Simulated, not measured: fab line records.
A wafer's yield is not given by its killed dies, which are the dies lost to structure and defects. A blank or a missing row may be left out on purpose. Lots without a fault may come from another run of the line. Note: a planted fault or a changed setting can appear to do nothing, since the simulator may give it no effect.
fab line records	flow nandHarc
[record] lots = 7	wafers = 21	lastDay = 34
route steps=1302 shown A_ZERO_WELL@396
lots that met no fault: taken from a fault-free run of the same line
startH: hours from the record's first day to the start of the lot's first wafer shown	waitH: how many hours have passed since the lot's step before this one	" identical to the entry in the row above	L1.1+2: several wafers, shown together as one row	- either no value or no given start	* or withheld: withheld	< > ~ a bound
route shown NAME@n: NAME is a module with steps in the file, n the number in the route of the first one	usual: mean/standard deviation of fault-free wafers	same: alike in all rows	chamber/n: place in a boat	sites: the reading at each site	_std_site: how widely they spread, as a standard deviation	_edge_site: mean of outer sites minus mean of inner sites	radiusMm: how far each site lies from the wafer's centre	mask NAME#n: copy n	behind: the most recent tool/chamber to have shaped the wafer	hold: reason for holding the lot/hours on hold/outcome of the hold	device: the transistor (n, p or np) that didn't switch	end of line: tests run on the same wafers once the route is complete	a step given without rows: its recipe and nothing more	killed: count of dies lost to structure and defects at first sort (not the wafer's yield)	map: dies across one wafer; x = killed, . = not, _ = none there
set.NAME: setting as actually run; set.NAME@STEP: the setting as run at that earlier step	model.NAME: the simulator's own value behind a step, which no gauge read
a table for each step, a row for each wafer; lots at some steps of the route
services: the hour from which a tool's chamber was out of use, counted from the record's first day as startH (under 0 if before that day), plus the number of hours and why
[[steps]]
[step NHARC_A_ZERO_WELL_SOFTBAKE_05]
[recipe] tempC = 125	timeS = 70
[step NHARC_A_ZERO_WELL_EBR_06]
[step NHARC_A_ZERO_WELL_EXPOSE_07]
[recipe] na = 0.55	doseMj = 33.85	maskId = A_ZERO
[step NHARC_A_ZERO_WELL_PEB_08]
[recipe] pebTempC = 128	pebTimeS = 80
[step NHARC_A_ZERO_WELL_DEVELOP_09]
[recipe] timeS = 50	devTempC = 22
[step NHARC_A_ZERO_WELL_CD_MEAS_10]
[recipe] targetCdNm = 2000	landingEnergyEv = 500
[usual] cdNm = 1999.7/2.3
lot.wafer	tool	chamber	startH	waitH	cdNm
L898.1	cdSem-03	0	178.27	-	1998.3
L898.4	"	0	"	"	2001.9
L898.6	"	0	"	"	2002.5
L908.1	cdSem-02	0	286.75	-	2001.9
L908.2	"	0	"	"	2000.2
L908.3	"	0	"	"	1999.1
L910.1	cdSem-03	0	297.17	-	1999.7
L910.2	"	0	"	"	1998.8
L910.4	"	0	"	"	2000.1
L909.1	cdSem-01	0	297.74	-	2000.8
L909.3	"	0	"	"	1996.6
L909.6	"	0	"	"	1999.0
L911.3	cdSem-03	0	305.14	-	2002.8
L911.4	"	0	"	"	2002.9
L911.6	"	0	"	"	2000.8
L915.3	cdSem-02	0	361.24	-	1999.9
L915.4	"	0	"	"	1999.4
L915.6	"	0	"	"	1998.9
L917.2	cdSem-03	0	370.66	-	1995.8
L917.4	"	0	"	"	1996.0
L917.6	"	0	"	"	1998.8
[step NHARC_A_ZERO_WELL_HARDBAKE_11]
[recipe] tempC = 118	timeS = 65
[step NHARC_A_ZERO_WELL_DESCUM_12]
[recipe] timeS = 3	o2FlowSccm = 200	arFlowSccm = 0	biasPowerW = 0	chemistry = O2
[usual] drypumpMotorCurrentA = 5.7/0.31	oesProductAu = 1.004/0.013	rfVppV = 57.7/0.89	showerheadPlenumPTorr = 1.88/0.077	throttleValvePct = 11.311/0.0099
lot.wafer	tool	chamber	startH	waitH	drypumpMotorCurrentA	oesProductAu	rfHoursCounterH	rfVppV	showerheadPlenumPTorr	throttleValvePct
L898.4	rieDiel-12	0	178.44	-	5.8	0.999	2	58.4	1.95	11.307
L898.1	"	1	"	"	5.6	1.015	2	57.8	1.79	11.299
L898.6	"	3	"	"	5.8	0.993	-	57.7	1.88	11.303
L908.1	rieDiel-12	1	286.90	-	5.7	1.011	0	57.8	1.79	11.299
L908.3	"	2	"	"	5.6	0.993	0	58.2	1.85	11.335
L908.2	"	3	"	"	5.8	0.988	0	58.7	1.88	11.298
L910.1	rieDiel-03	1	297.33	-	5.8	1.007	0	56.7	1.84	11.315
L910.2	"	2	"	"	6.3	1.029	0	59.2	1.95	11.321
L910.4	"	3	"	"	4.9	1.025	0	58.1	2.03	11.305
L909.1	rieDiel-03	2	297.90	-	6.3	1.025	0	58.3	1.95	11.314
L909.3	"	1	"	"	5.8	1.007	0	58.0	1.84	11.321
L909.6	"	3	"	"	4.9	1.026	-	59.2	2.03	11.324
L911.3	rieDiel-12	0	305.30	-	5.8	0.989	1	58.9	1.95	11.319
L911.4	"	2	"	"	5.6	0.992	0	58.7	1.85	11.316
L911.6	"	3	"	"	5.8	0.991	-	57.9	1.88	11.306
L915.3	rieDiel-03	3	361.40	-	4.9	1.010	11	59.1	2.02	11.307
L915.4	"	1	"	"	5.8	0.994	11	57.2	1.84	11.323
L915.6	"	3	"	"	4.9	1.006	-	56.1	2.02	11.332
L917.4	rieDiel-12	2	370.82	-	5.6	1.004	2	58.2	1.85	11.328
L917.2	"	3	"	"	5.8	0.997	3	55.9	1.88	11.304
L917.6	"	3	"	"	5.9	0.989	-	56.9	1.88	11.305
[step NHARC_A_ZERO_WELL_ETCH_19]
[recipe] targetDepthA = 800	overetchA = 240	timeS = 87.88	ionEnergyEv = 200	n2FlowSccm = 150	h2FlowSccm = 150	arFlowSccm = 0	rfW = 400	biasW = 150	chemistry = N2/H2
[usual] drypumpMotorCurrentA = 5.7/0.31	oesProductAu = 1.004/0.013	rfVppV = 429.6/2.5	showerheadPlenumPTorr = 2.01/0.083	throttleValvePct = 14.172/0.0087
lot.wafer	tool	chamber	startH	waitH	drypumpMotorCurrentA	oesProductAu	rfHoursCounterH	rfVppV	showerheadPlenumPTorr	throttleValvePct
L898.1	rieDiel-12	2	178.53	0.1	5.5	1.014	2	429.7	1.98	14.165
L898.4	"	3	"	"	5.8	1.005	2	429.3	2.01	14.180
L898.6	"	0	"	"	5.8	0.993	-	433.1	2.08	14.177
L908.1	rieDiel-12	2	287.00	0.1	5.6	1.002	0	428.7	1.97	14.158
L908.2	"	3	"	"	5.8	0.989	0	429.6	2.00	14.165
L908.3	"	0	"	"	5.7	0.988	0	432.0	2.08	14.172
L910.4	rieDiel-03	3	297.41	0.1	4.9	1.025	0	433.7	2.16	14.178
L910.2	"	0	"	"	5.5	1.000	0	426.3	1.88	14.181
L910.1	"	2	"	"	6.3	1.018	0	431.0	2.08	14.177
L909.1	rieDiel-03	2	298.02	0.1	6.3	1.026	0	432.4	2.08	14.177
L909.3	"	3	"	"	4.9	1.023	0	432.9	2.16	14.190
L909.6	"	2	"	"	6.3	1.018	-	431.2	2.08	14.170
L911.4	rieDiel-12	0	305.39	0.1	5.7	0.985	1	432.1	2.08	14.194
L911.3	"	1	"	"	5.7	1.004	1	426.0	1.91	14.163
L911.6	"	2	"	"	5.6	0.990	-	427.5	1.97	14.177
L915.4	rieDiel-03	3	361.48	0.1	4.9	1.014	11	434.7	2.16	14.162
L915.3	"	0	"	"	5.4	1.004	10	426.6	1.88	14.171
L915.6	"	2	"	"	6.3	1.020	-	431.5	2.08	14.150
L917.4	rieDiel-12	1	370.91	0.1	5.7	1.007	2	426.1	1.90	14.168
L917.2	"	2	"	"	5.6	1.004	2	428.2	1.97	14.165
L917.6	"	1	"	"	5.7	1.005	-	427.4	1.90	14.179
[step NHARC_A_ZERO_WELL_ETCH_13]
[recipe] targetDepthA = 1200	timeS = 40.1	hbrFlowSccm = 150	cl2FlowSccm = 50	rfW = 400	icpW = 400	biasW = 100	chemistry = HBr/Cl2
[usual] drypumpMotorCurrentA = 5.5/0.45	oesProductAu = 1.002/0.013	throttleValvePct = 26.404/0.0093
lot.wafer	tool	chamber	startH	waitH	drypumpMotorCurrentA	oesProductAu	rfHoursCounterH	throttleValvePct
L898.1	rieSi-02	1	178.64	-	6.0	0.999	0.40	26.416
L898.4	"	3	"	"	5.2	1.013	0.38	26.410
L898.6	"	2	"	"	5.5	1.014	-	26.415
L908.3	rieSi-05	0	287.11	-	5.5	0.993	0.97	26.387
L908.2	"	1	"	"	5.7	0.995	0.97	26.396
L908.1	"	2	"	"	6.0	0.995	1.04	26.400
L910.1	rieSi-06	1	297.53	-	5.4	1.011	0.23	26.414
L910.4	"	2	"	"	6.5	1.017	0.23	26.403
L910.2	"	0	"	"	5.1	1.008	0.29	26.403
L909.1	rieSi-02	2	298.15	-	5.5	1.021	0.07	26.403
L909.3	"	3	"	"	5.2	1.008	0.11	26.409
L909.6	"	1	"	"	6.0	1.023	-	26.409
L911.3	rieSi-02	1	305.50	-	6.0	1.020	0.14	26.410
L911.4	"	0	"	"	5.1	1.012	0.16	26.402
L911.6	"	1	"	"	6.0	1.019	-	26.426
L915.3	rieSi-06	1	361.59	-	5.4	1.013	0.60	26.412
L915.4	"	2	"	"	6.5	0.998	0.63	26.394
L915.6	"	2	"	"	6.5	1.006	-	26.396
L917.2	rieSi-02	0	371.02	-	5.1	1.013	0.71	26.418
L917.4	"	0	"	"	5.1	1.013	-	26.403
L917.6	"	0	"	"	5.1	1.015	-	26.400
[step NHARC_A_ZERO_WELL_STRIP_14]
[recipe] timeS = 900	tempC = 130	chemistry = SPM
[step NHARC_A_ZERO_WELL_IMPLANT_15]
[recipe] energyKev = 150	doseCm2 = 1e+13	tiltDeg = 7
[usual] beamEnergyKeV = 150.01/0.048	beamOnS = 10.01/0.2
lot.wafer	tool	chamber	startH	waitH	beamEnergyKeV	beamOnS
L898.1	implanter-02	0	179.19	0.1	149.90	10.22
L898.4	"	0	"	"	149.99	10.06
L898.6	"	0	"	"	149.99	10.14
L908.1	implanter-02	-	287.66	0.1	-	-
L908.2	"	-	"	"	-	-
L908.3	"	-	"	"	-	-
L910.1	implanter-01	-	298.09	0.1	-	-
L910.2	"	-	"	"	-	-
L910.4	"	-	"	"	-	-
L909.1	implanter-02	-	298.69	0.1	-	-
L909.3	"	-	"	"	-	-
L909.6	"	-	"	"	-	-
L911.3	implanter-01	0	306.11	0.1	149.97	9.95
L911.4	"	0	"	"	150.02	10.04
L911.6	"	0	"	"	150.02	10.00
L915.3	implanter-02	0	362.21	0.1	150.08	9.90
L915.4	"	0	"	"	150.03	10.52
L915.6	"	0	"	"	150.02	9.99
L917.2	implanter-02	0	371.69	0.1	150.07	9.84
L917.4	"	0	"	"	150.05	10.39
L917.6	"	0	"	"	149.93	9.96
[step NHARC_A_ZERO_WELL_PRECLEAN_22]
[recipe] timeS = 60	tempC = 50	bathAgeMin = 0	chemistry = SC1
[[services]]
tool	chamber	startH	hours	kind
rieSi-05	-	155.37	0.9	repair
rieSi-02	2	161.47	7.5	repair
rieDiel-12	0	173.90	-	clean
rieSi-05	0	176.86	4.4	repair
rieSi-02	1	184.99	6.5	repair
implanter-02	-	195.60	2.0	repair
rieDiel-12	3	234.56	3.0	repair
rieSi-06	2	240.74	20.0	repair
rieDiel-12	2	242.02	10.6	repair
rieSi-06	-	244.68	0.8	repair
rieDiel-12	3	246.98	3.9	repair
rieSi-06	-	249.00	9.0	pm
rieSi-02	0	258.79	1.1	repair
rieDiel-12	-	268.40	9.0	pm
rieSi-02	-	277.00	9.0	pm
rieDiel-03	-	281.30	9.0	pm
rieSi-05	-	305.00	9.0	pm
rieSi-02	2	313.32	5.1	repair
rieDiel-12	1	320.46	4.1	repair
rieSi-06	0	323.91	7.6	repair
implanter-01	-	327.00	13.0	pm
rieSi-06	-	354.69	0.1	repair
rieSi-02	1	363.78	11.9	repair
rieSi-02	3	369.44	7.7	repair
[[key]]
[firstSign] step = NHARC_A_ZERO_WELL_IMPLANT_15	reading = toolRecord	direction = missing
effect none on later readings
metAt NHARC_A_ZERO_WELL_IMPLANT_15
struckWafers L908.1,L908.2,L908.3,L909.1,L909.3,L909.6,L910.1,L910.2,L910.4
laterRowsLeftOut L908.1,L908.2,L908.3,L909.1,L909.3,L909.6,L910.1,L910.2,L910.4
sortLeftOut L908.1,L908.2,L908.3,L909.1,L909.3,L909.6,L910.1,L910.2,L910.4
testerLeftOut L908,L909,L910
onsetBetween 179.19 287.66
[fault] kind = skippedStepWhole	tool = implanter-01,implanter-02	chamber = -	onsetH = 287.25	steps = NHARC_A_ZERO_WELL_IMPLANT_15	scope = struckLotsOnly
// testerLeftOut: of these lots the tester's yield and bins aren't shown, on N5 and GAA mostly nor the transistor test; their killed dies are dies lost to structure and defects alone, not to doping, threshold or leakage, so they don't give the yield
// sortLeftOut: the simulated sort isn't trusted on such a fault, so these wafers' sort isn't shown, and their yield isn't known
// laterRowsLeftOut: the simulator's readings of these wafers behind a module that went badly wrong aren't trusted and aren't shown, but for the sort
